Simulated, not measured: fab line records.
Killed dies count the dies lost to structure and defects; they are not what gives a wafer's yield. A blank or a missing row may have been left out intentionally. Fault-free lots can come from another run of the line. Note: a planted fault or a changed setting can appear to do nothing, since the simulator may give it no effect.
What tool caused it? | flow n5-finfet | 27 wafers from 10 lots sampled at 5 of the route's 1938 steps

## WHAT THE GAUGES SHOWED, per wafer
N5_BEOL_M2_OVL_MEAS_12. Usual: M2_OVL gives 0.2 nm (standard deviation 0.62).
lot  | measured     | on         | M2_OVL (nm)    | flag
L517 | day 7 16:20  | overlay-02 | -0.8 -0.4 -1.7 |
L519 | day 8 13:05  | overlay-02 | 0.3 0.2 0.1    |
L521 | day 8 21:53  | overlay-01 | -0.4 -0.5 -0.8 |
L523 | day 8 23:16  | overlay-01 | 0.7 0.8 0.7    |
L527 | day 9 19:53  | overlay-02 | 1.1 0.5        |
L525 | day 9 23:26  | overlay-02 | 0.3 -0.4       |
L526 | day 10 01:38 | overlay-01 | 0.1 -0.2       |
L532 | day 11 07:45 | overlay-01 | -0.1 0.4 0.1   |
L533 | day 11 11:46 | overlay-02 | -0.8 -0.3 -0.4 |
L535 | day 12 05:09 | overlay-02 | 0.4 -0.5 -0.3  |

N5_BEOL_M4_RC_MEAS_101. Usual: DIBL_N 36.0 mV/V, standard deviation 2.2; DIBL_P 35.9 mV/V, standard deviation 2.6; IOFF_N 0.16 nA/um, standard deviation 0.038; IOFF_P 0.21 nA/um, standard deviation 0.042; ION_N 675 uA/um, standard deviation 15; ION_P 463 uA/um, standard deviation 10; SS_N 71.5 mV/dec, standard deviation 0.62; SS_P 73.2 mV/dec, standard deviation 0.76; VT_N 250 mV, standard deviation 4.1; VT_P -251 mV, standard deviation 3.6.
lot  | measured     | on        | DIBL_N (mV/V)  | DIBL_P (mV/V)  | IOFF_N (nA/um) | IOFF_P (nA/um) | ION_N (uA/um) | ION_P (uA/um) | SS_N (mV/dec)  | SS_P (mV/dec)  | VT_N (mV)   | VT_P (mV)      | flag
L517 | day 9 00:44  | prober-01 | 32.4 32.1 34.7 | 31.1 31.3 33.8 | 0.10 0.10 0.13 | 0.14 0.14 0.18 | 662 648 674   | 457 454 465   | 71.0 70.5 71.4 | 72.7 72.4 74.1 | 259 260 255 | -258 -257 -251 |
L519 | day 9 19:13  | prober-01 | 43.9 41.1 37.2 | 43.5 40.2 35.3 | 0.29 0.22 0.14 | 0.34 0.26 0.19 | 693 687 684   | 471 469 467   | 72.5 72.6 71.3 | 75.3 74.2 73.0 | 245 243 252 | -245 -247 -255 |
L521 | day 10 03:46 | prober-01 | 35.3 37.6 39.0 | 34.6 36.8 39.5 | 0.13 0.16 0.21 | 0.17 0.20 0.24 | 673 662 684   | 464 450 464   | 70.8 71.5 72.3 | 72.6 74.0 74.1 | 251 252 246 | -255 -254 -252 |
L523 | day 10 11:47 | prober-01 | 32.1 37.1 35.9 | 32.0 37.1 37.0 | 0.11 0.16 0.15 | 0.13 0.19 0.20 | 679 687 676   | 457 463 453   | 70.8 72.5 71.3 | 71.7 72.6 72.6 | 251 250 247 | -258 -254 -252 |
L527 | day 11 07:28 | prober-02 | 36.8 36.8      | 35.6 36.4      | 0.16 0.16      | 0.23 0.24      | 677 685       | 467 473       | 70.6 71.2      | 73.3 72.4      | 249 250     | -247 -253      |
L525 | day 11 07:55 | prober-01 | 34.9 35.5      | 34.8 36.6      | 0.14 0.15      | 0.18 0.20      | 681 666       | 466 456       | 71.4 71.6      | 72.5 73.4      | 250 246     | -250 -254      |
L526 | day 11 14:08 | prober-02 | 32.8 36.7      | 31.4 34.6      | 0.11 0.16      | 0.15 0.19      | 670 669       | 458 457       | 70.7 71.8      | 72.1 72.8      | 253 249     | -254 -250      |
L532 | day 12 17:16 | prober-02 | 38.6 39.9 38.5 | 39.0 42.4 39.0 | 0.18 0.22 0.20 | 0.23 0.29 0.25 | 675 696 689   | 464 482 472   | 71.9 72.1 71.6 | 73.4 73.9 73.0 | 249 245 246 | -250 -248 -250 |
L533 | day 13 05:34 | prober-02 | 38.0 34.9 34.1 | 39.0 35.5 34.3 | 0.20 0.15 0.13 | 0.25 0.19 0.18 | 685 689 664   | 465 469 458   | 72.1 71.6 71.3 | 74.5 73.0 73.1 | 248 250 253 | -251 -250 -254 |
L535 | day 13 18:15 | prober-01 | 37.4 33.0 37.6 | 40.0 33.5 40.5 | 0.21 0.14 0.22 | 0.26 0.17 0.25 | 678 679 692   | 458 467 470   | 71.8 71.5 72.9 | 74.5 72.5 74.6 | 242 249 244 | -250 -254 -249 |

## WHICH TOOL RAN EACH LOT (tool, then ch and the chambers of the sampled wafers, then the start)
lot  | N5_BEOL_M2_DESCUM_16               | N5_BEOL_M2_ETCH_63                 | N5_BEOL_M2_STRIP_19
L517 | rie-diel-06 ch 1,2,3, day 7 16:34  | rie-diel-06 ch 1,2,3, day 7 16:37  | rie-diel-04 ch 0,2,3, day 7 16:56
L519 | rie-diel-01 ch 1,2, day 8 13:12    | rie-diel-01 ch 1,2, day 8 13:15    | rie-diel-01 ch 0,1, day 8 13:34
L521 | rie-diel-04 ch 0,2, day 8 22:03    | rie-diel-04 ch 0,2, day 8 22:06    | rie-diel-04 ch 0,3, day 8 22:25
L523 | rie-diel-04 ch 0,3, day 8 23:37    | rie-diel-04 ch 0,3, day 8 23:40    | rie-diel-04 ch 0,1, day 8 23:59
L527 | rie-diel-04 ch 0, day 9 19:58      | rie-diel-04 ch 0, day 9 20:01      | rie-diel-06 ch 2,3, day 9 20:25
L525 | rie-diel-04 ch 2,3, day 9 23:31    | rie-diel-04 ch 2,3, day 9 23:34    | rie-diel-01 ch 0,1, day 9 23:53
L526 | rie-diel-04 ch 0,1, day 10 01:43   | rie-diel-04 ch 0,1, day 10 01:46   | rie-diel-06 ch 0,2, day 10 02:25
L532 | rie-diel-01 ch 1,3, day 11 08:07   | rie-diel-01 ch 1,3, day 11 08:10   | rie-diel-04 ch 1,2,3, day 11 08:29
L533 | rie-diel-06 ch 0,2,3, day 11 11:52 | rie-diel-06 ch 0,2,3, day 11 11:55 | rie-diel-06 ch 1,2,3, day 11 12:14
L535 | rie-diel-01 ch 0,1,3, day 12 05:20 | rie-diel-01 ch 0,1,3, day 12 05:23 | rie-diel-04 ch 0,1,3, day 12 05:50
- N5_BEOL_M2_DESCUM_16: chemistry O2, time 7 s.
- N5_BEOL_M2_ETCH_63: etches SiARC in CF4, target depth 15.6 nm, time 26 s.
- N5_BEOL_M2_STRIP_19: strips in O2.

## AS READ BY THE TOOLS THEMSELVES (means over the sampled wafers that have a number; for cases with no such wafer, the mark the record gives instead)
N5_BEOL_M2_DESCUM_16. Usual: drypump-motor-current-A 5.7 A, standard deviation 0.32; oes-product-au 0.79 a.u., standard deviation 0.083; rf-vpp-V 243.4 V, standard deviation 1.2; showerhead-plenum-p-Torr 2.10 Torr, standard deviation 0.055; throttle-valve-pct 20.35 %, standard deviation 0.28.
lot  | tool        | drypump-motor-current-A (A) | oes-product-au (a.u.) | rf-vpp-V (V) | showerhead-plenum-p-Torr (Torr) | throttle-valve-pct (%) | flag
L517 | rie-diel-06 | 5.9                         | 0.78                  | 243.7        | 2.11                            | 20.41                  |
L519 | rie-diel-01 | 5.6                         | 0.73                  | 243.5        | 2.10                            | 20.86                  |
L521 | rie-diel-04 | 6.0                         | 0.82                  | 243.9        | 2.13                            | 20.12                  |
L523 | rie-diel-04 | 6.2                         | 0.82                  | 242.9        | 2.07                            | 20.24                  |
L527 | rie-diel-04 | 6.2                         | 0.86                  | 243.1        | 2.13                            | 20.22                  |
L525 | rie-diel-04 | 5.8                         | 0.74                  | 243.9        | 2.08                            | 20.12                  |
L526 | rie-diel-04 | 5.8                         | 0.77                  | 243.6        | 2.10                            | 20.30                  |
L532 | rie-diel-01 | 5.5                         | 0.78                  | 243.0        | 2.13                            | 20.75                  |
L533 | rie-diel-06 | 5.8                         | 0.79                  | 242.7        | 2.07                            | 20.21                  |
L535 | rie-diel-01 | 5.4                         | 0.78                  | 243.6        | 2.14                            | 20.69                  |

N5_BEOL_M2_ETCH_63. Usual: value, then standard deviation, for each; cf4-flow-sccm 100.0 sccm / 0.3; drypump-motor-current-A 5.7 A / 0.32; etch-rf-on-time-s 25.8 s / 1; oes-product-au 0.68 a.u. / 0.071; rf-vpp-V 184.4 V / 1.1; showerhead-plenum-p-Torr 2.16 Torr / 0.057; throttle-valve-pct 15.57 % / 0.24.
lot  | tool        | cf4-flow-sccm (sccm) | drypump-motor-current-A (A) | etch-rf-on-time-s (s) | oes-product-au (a.u.) | rf-vpp-V (V) | showerhead-plenum-p-Torr (Torr) | throttle-valve-pct (%) | flag
L517 | rie-diel-06 | 100.0                | 5.8                         | 25.4                  | 0.67                  | 184.6        | 2.18                            | 15.71                  |
L519 | rie-diel-01 | 100.0                | 5.7                         | 26.8                  | 0.60                  | 184.9        | 2.15                            | 16.03                  |
L521 | rie-diel-04 | 100.1                | 6.0                         | 25.0                  | 0.70                  | 184.7        | 2.18                            | 15.33                  |
L523 | rie-diel-04 | 100.2                | 6.2                         | 26.1                  | 0.69                  | 184.1        | 2.10                            | 15.35                  |
L527 | rie-diel-04 | 99.9                 | 6.2                         | 32.8                  | 0.66                  | 185.1        | 2.17                            | 15.27                  | OFF
L525 | rie-diel-04 | 100.1                | 5.8                         | 33.2                  | 0.57                  | 185.7        | 2.14                            | 15.43                  | OFF
L526 | rie-diel-04 | 99.9                 | 5.8                         | 33.1                  | 0.58                  | 183.4        | 2.15                            | 15.46                  | OFF
L532 | rie-diel-01 | 100.1                | 5.6                         | 26.9                  | 0.65                  | 185.5        | 2.17                            | 15.79                  |
L533 | rie-diel-06 | 100.1                | 5.8                         | 25.8                  | 0.68                  | 184.8        | 2.13                            | 15.53                  |
L535 | rie-diel-01 | 99.8                 | 5.4                         | 25.9                  | 0.66                  | 184.6        | 2.17                            | 15.75                  |

N5_BEOL_M2_STRIP_19. Usual: drypump-motor-current-A 5.7 A, standard deviation 0.3; oes-product-au 0.80 a.u., standard deviation 0.079; rf-vpp-V 3.6 V, standard deviation 0.46; showerhead-plenum-p-Torr 2.10 Torr, standard deviation 0.055; throttle-valve-pct 16.58 %, standard deviation 0.26.
lot  | tool        | drypump-motor-current-A (A) | oes-product-au (a.u.) | rf-vpp-V (V) | showerhead-plenum-p-Torr (Torr) | throttle-valve-pct (%) | flag
L517 | rie-diel-04 | 5.9                         | 0.80                  | 3.9          | 2.10                            | 16.39                  |
L519 | rie-diel-01 | 5.4                         | 0.78                  | 3.5          | 2.17                            | 16.91                  |
L521 | rie-diel-04 | 6.2                         | 0.82                  | 3.3          | 2.07                            | 16.49                  |
L523 | rie-diel-04 | 5.9                         | 0.81                  | 3.6          | 2.12                            | 16.50                  |
L527 | rie-diel-06 | 5.9                         | 0.81                  | 3.3          | 2.10                            | 16.63                  |
L525 | rie-diel-01 | 5.3                         | 0.80                  | 3.6          | 2.16                            | 16.86                  |
L526 | rie-diel-06 | 5.6                         | 0.81                  | 3.3          | 2.05                            | 16.46                  |
L532 | rie-diel-04 | 5.7                         | 0.71                  | 3.4          | 2.08                            | 16.53                  |
L533 | rie-diel-06 | 5.9                         | 0.85                  | 3.6          | 2.11                            | 16.57                  |
L535 | rie-diel-04 | 5.9                         | 0.76                  | 3.9          | 2.08                            | 16.58                  |

## THE ANSWER, worked out from the rows above alone
Rule: take the mean of a lot's wafers that have a number; if it is more than 3 standard deviations from the usual mean, the lot is off. A lot without any number at a reading at which 4 lots or more have one is off too. All remaining lots with rows at the step are treated as sound. Order of review: gauges by route order, followed by the tools' own readings, for which a lot's mean as printed above is used. The first step at which some lot is off is used, and at that step the reading that is off furthest; a lot without a number counts as furthest.
Off: L527, L525, L526 (N5_BEOL_M2_ETCH_63, etch-rf-on-time-s).
A tool fits if, at that step or a process step before it, it ran every lot that is off, and no sound lot after the first of them. One fits: N5_BEOL_M2_DESCUM_16 and N5_BEOL_M2_ETCH_63 on rie-diel-04. At N5_BEOL_M2_DESCUM_16 its last sound lot is L523 (day 8 23:37), its first lot that is off L527 (day 9 19:58): a fault that began between those two fits.

## WHAT WAS PUT IN BY THE SIMULATOR
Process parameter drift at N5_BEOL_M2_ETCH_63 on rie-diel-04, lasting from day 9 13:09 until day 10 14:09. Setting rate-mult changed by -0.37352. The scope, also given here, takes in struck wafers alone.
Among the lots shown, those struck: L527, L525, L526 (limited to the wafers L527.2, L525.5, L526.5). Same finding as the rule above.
